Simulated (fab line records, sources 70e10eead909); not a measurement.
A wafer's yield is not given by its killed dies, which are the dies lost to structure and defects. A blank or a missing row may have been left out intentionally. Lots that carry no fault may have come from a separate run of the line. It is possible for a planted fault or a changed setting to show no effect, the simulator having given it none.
A lot that was struck, set against a sound lot + flow nandHarc + 14 out of 1302 route steps
Sound: these wafers, L155.3, L155.4, L155.6. Struck: wafer L164.4 (left out: L164.2, L164.6 of the same lot, which were not struck); the cause appears at the end.
For every step that has rows: the tool of each side, followed by ch and its chambers, followed by its first start. Under that, the readings that differ: sound wafers + struck wafers + difference of the means + sigmas: that difference in standard deviations of wafers without a fault.
alike: readings whose means differ by less than 2 such deviations, and words and numbers that are the same on both sides. not compared: withheld readings, readings that some wafer has no value for, bounds like >300 that may hide the same value, and numbers for which the record gives no deviation and whose values overlap.
The two part at a step that has a row with sigmas, a row that says differs or no value, or rows on one side only. Numbers that have no deviation but don't overlap get no sigmas and don't part them. A reading that every wafer of one side lacks parts them only if that side has two wafers or more.

first, 4 steps without rows for these wafers: NHARC_P_M2_EBR_05; NHARC_P_M2_EXPOSE_06 (exposes mask P M2, target cd 170 nm); NHARC_P_M2_PEB_07 (peb time 65 s); NHARC_P_M2_DEVELOP_08 (develop time 35 s).
NHARC_P_M2_CD_MEAS_09: target cd 170 nm.
  sound on cdSem-01 ch 0, day 6 16:46; struck on cdSem-02 ch 0, day 10 19:01
  alike: cdNm
NHARC_P_M2_OVL_MEAS_10: pitch 340 nm.
  sound on overlay-01, day 6 16:51; struck on overlay-02, day 10 19:06
  alike: overlayXNm, overlayYNm
NHARC_P_M2_INSPECT_11:
  sound on defectInspect-01, day 6 16:53; struck on defectInspect-02, day 10 19:08
  alike: rawDefectCount
NHARC_P_M2_DESCUM_14: chemistry O2, time 3 s.
  sound on rieDiel-01 ch 0,3, day 6 16:57; struck on rieDiel-11 ch 3, day 10 19:13
| reading                      | sound          | struck | difference | sigmas |
|------------------------------|----------------|--------|------------|--------|
| showerheadPlenumPTorr (Torr) | 1.79 1.89 1.89 | 2.03   | +0.17      | +2     |
  alike: drypumpMotorCurrentA, oesProductAu, rfVppV, throttleValvePct
  not compared: rfHoursCounterH
NHARC_P_M2_ETCH_35: etches the open film in N2/H2, target depth 40 nm, overetch 12 nm, time 43.94 s.
  sound on rieDiel-01 ch 1,2,3, day 6 17:03; struck on rieDiel-11 ch 0, day 10 19:17
  alike: drypumpMotorCurrentA, oesProductAu, rfVppV, showerheadPlenumPTorr, throttleValvePct
  not compared: rfHoursCounterH
NHARC_P_M2_ETCH_15: etches the open film in C4F8/Ar, target depth 182.5 nm, time 91.2 s.
  sound on rieDiel-01 ch 0,1,3; struck on rieDiel-11 ch 2
  alike: oesProductAu, rfVppV
  not compared: rfHoursCounterH
NHARC_P_M2_CD_MEAS_16:
  sound on cdSem-03, day 6 17:16; struck on cdSem-02, day 10 19:31
  alike: cdNm
NHARC_P_M2_STRIP_18: strips in N2/H2.
  sound on rieDiel-04 ch 2,3, day 6 17:20; struck on rieDiel-11 ch 0, day 10 19:37
  alike: drypumpMotorCurrentA, oesProductAu, rfVppV, showerheadPlenumPTorr, throttleValvePct
  not compared: rfHoursCounterH
NHARC_P_M2_ETCH_28: etches the open film in CF4/N2, target depth 30 nm, time 72.99 s.
  sound on rieDiel-04 ch 0,2,3, day 6 17:38; struck on rieDiel-11 ch 2, day 10 19:49
| reading             | sound             | struck | difference | sigmas |
|---------------------|-------------------|--------|------------|--------|
| oesProductAu (a.u.) | 0.995 0.991 1.030 | 0.856  | -0.149     | -12    |
  alike: drypumpMotorCurrentA, rfVppV, showerheadPlenumPTorr, throttleValvePct
  not compared: rfHoursCounterH
then, 1 step without rows for these wafers: NHARC_P_M2_STRIP_19 (strips in post etch residue remover, time 600 s).

## WHERE THEY PART
Earliest at NHARC_P_M2_DESCUM_14; latest, in this record, at NHARC_P_M2_ETCH_28.

WHY: whatever the simulator had introduced
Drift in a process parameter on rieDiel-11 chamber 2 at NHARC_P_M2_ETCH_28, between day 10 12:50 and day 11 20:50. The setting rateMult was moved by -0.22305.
